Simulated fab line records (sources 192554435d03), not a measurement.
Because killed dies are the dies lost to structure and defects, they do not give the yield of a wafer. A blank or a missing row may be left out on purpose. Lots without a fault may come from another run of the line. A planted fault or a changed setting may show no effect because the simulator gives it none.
Matching of chambers || flow n5_finfet || N5_BEOL_M10_ETCH_66 on rie_diel-01 has 4 sister chambers
The step etches SOC in N2/H2, target depth 120 nm, overetch 24 nm, time 180 s. 4 wafers are shown with their chamber, then 7 later ones without.

WAFERS WITH THEIR CHAMBER
{"wafer": "L082.5", "chamber": 3, "drypump_motor_current_A (A)": 6.1}
{"wafer": "L085.2", "chamber": 2, "drypump_motor_current_A (A)": 5.8}
{"wafer": "L088.1", "chamber": 1, "drypump_motor_current_A (A)": 6.3}
{"wafer": "L088.2", "chamber": 0, "drypump_motor_current_A (A)": 4.9}

WAFERS WHOSE CHAMBER IS MISSING
{"wafer": "L088.3", "drypump_motor_current_A (A)": 5.8}
{"wafer": "L092.2", "drypump_motor_current_A (A)": 6.3}
{"wafer": "L092.4", "drypump_motor_current_A (A)": 6.1}
{"wafer": "L092.6", "drypump_motor_current_A (A)": 5.8}
{"wafer": "L097.2", "drypump_motor_current_A (A)": 5.7}
{"wafer": "L097.3", "drypump_motor_current_A (A)": 6.3}
{"wafer": "L097.6", "drypump_motor_current_A (A)": 6.3}

WHICH CHAMBER EACH ONE RAN IN
{"wafer": "L088.3", "from the rows above": 2, "in truth": 2}
{"wafer": "L092.2", "from the rows above": 1, "in truth": 1}
{"wafer": "L092.4", "from the rows above": 3, "in truth": 3}
{"wafer": "L092.6", "from the rows above": 2, "in truth": 2}
{"wafer": "L097.2", "from the rows above": 2, "in truth": 2}
{"wafer": "L097.3", "from the rows above": 1, "in truth": 1}
{"wafer": "L097.6", "from the rows above": 1, "in truth": 1}
Placed correctly: 7 of 7. Number that these rows cannot place: 0. 0 placed wrongly.
How it was worked out, from the rows above alone: a wafer's distance from a chamber is the root of the sum, over the readings, of the square of ((its reading less the chamber's mean) divided by the reading's scatter). The wafer belongs to the nearest chamber; if the next one is less than 2 further off, it can't be placed. The mean given for a chamber averages the wafers shown for that chamber. The scatter: root of mean squared gap, hidden wafer to nearest shown wafer, with one shown wafer a chamber.
